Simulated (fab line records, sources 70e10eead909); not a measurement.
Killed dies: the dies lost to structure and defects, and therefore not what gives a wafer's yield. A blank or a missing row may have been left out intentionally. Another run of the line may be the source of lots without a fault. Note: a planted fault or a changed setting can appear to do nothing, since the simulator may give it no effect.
Which tool was responsible? + flow nandHarc + 6 lots with 18 wafers sampled at 4 steps, on a route of 1302 steps

== WHAT EACH GAUGE READ, for each wafer ==
NHARC_P_CONTACT_CD_MEAS_12: target cd 90 nm.
| lot  | measured     | on       | cdNm (nm)      |
|------|--------------|----------|----------------|
| L629 | day 6 12:29  | cdSem-03 | 89.3 91.5 90.2 |
| L631 | day 7 11:55  | cdSem-02 | 87.9 88.5 88.4 |
| L642 | day 11 23:07 | cdSem-03 | 90.3 89.5 88.9 |
| L645 | day 13 13:44 | cdSem-01 | 89.7 91.0 91.4 |
| L647 | day 14 05:04 | cdSem-03 | 90.2 89.8 89.0 |
| L650 | day 15 11:56 | cdSem-01 | 90.0 91.0 90.2 |

== WHICH TOOL RAN EACH LOT (tool, then ch and the chambers of the sampled wafers, then the start) ==
| lot  | NHARC_P_GATE_RTA_64             | NHARC_P_CONTACT_CMP_01       | NHARC_P_CONTACT_EXPOSE_09         |
|------|---------------------------------|------------------------------|-----------------------------------|
| L629 | rtpAnneal-02 ch 0, day 6 09:38  | cmp-04 ch 1,2,3, day 6 11:39 | arfiScanner-02 ch 0, day 6 12:20  |
| L631 | rtpAnneal-01 ch 0, day 7 09:11  | cmp-02 ch 0,2,3, day 7 11:13 | arfiScanner-03 ch 0, day 7 11:47  |
| L642 | rtpAnneal-01 ch 0, day 11 20:23 | cmp-02 ch 0,1, day 11 22:24  | arfiScanner-03 ch 0, day 11 22:58 |
| L645 | rtpAnneal-01 ch 0, day 13 10:54 | cmp-04 ch 2,3, day 13 12:54  | arfiScanner-01 ch 0, day 13 13:35 |
| L647 | rtpAnneal-02 ch 0, day 14 02:22 | cmp-02 ch 0,1, day 14 04:22  | arfiScanner-02 ch 0, day 14 04:56 |
| L650 | rtpAnneal-01 ch 0, day 15 09:02 | cmp-03 ch 0,1, day 15 11:07  | arfiScanner-01 ch 0, day 15 11:48 |
- NHARC_P_GATE_RTA_64: time 1 s.
- NHARC_P_CONTACT_CMP_01: polishes SiO2, target thk 200 nm.
- NHARC_P_CONTACT_EXPOSE_09: exposes mask P CA, target cd 90 nm.

== THE ANSWER, worked out from the rows above alone ==
Rule: the usual values come from the lots themselves. Put in order of their means at a reading, lots are off if they are a third of the lots or fewer, leave a main group of 4 or more, and stand apart from it by a gap of 3 or more times the standard deviation of the main group's means; of several such gaps the widest counts. If all means in a main group match to the digits the tables above print for the reading, that group is not used. A lot without any number at a reading at which 4 lots or more have one is off too. All remaining lots with rows at the step are treated as sound.
Nothing can be told from this: no lot is off at any reading shown.

== WHAT WAS PUT IN BY THE SIMULATOR ==
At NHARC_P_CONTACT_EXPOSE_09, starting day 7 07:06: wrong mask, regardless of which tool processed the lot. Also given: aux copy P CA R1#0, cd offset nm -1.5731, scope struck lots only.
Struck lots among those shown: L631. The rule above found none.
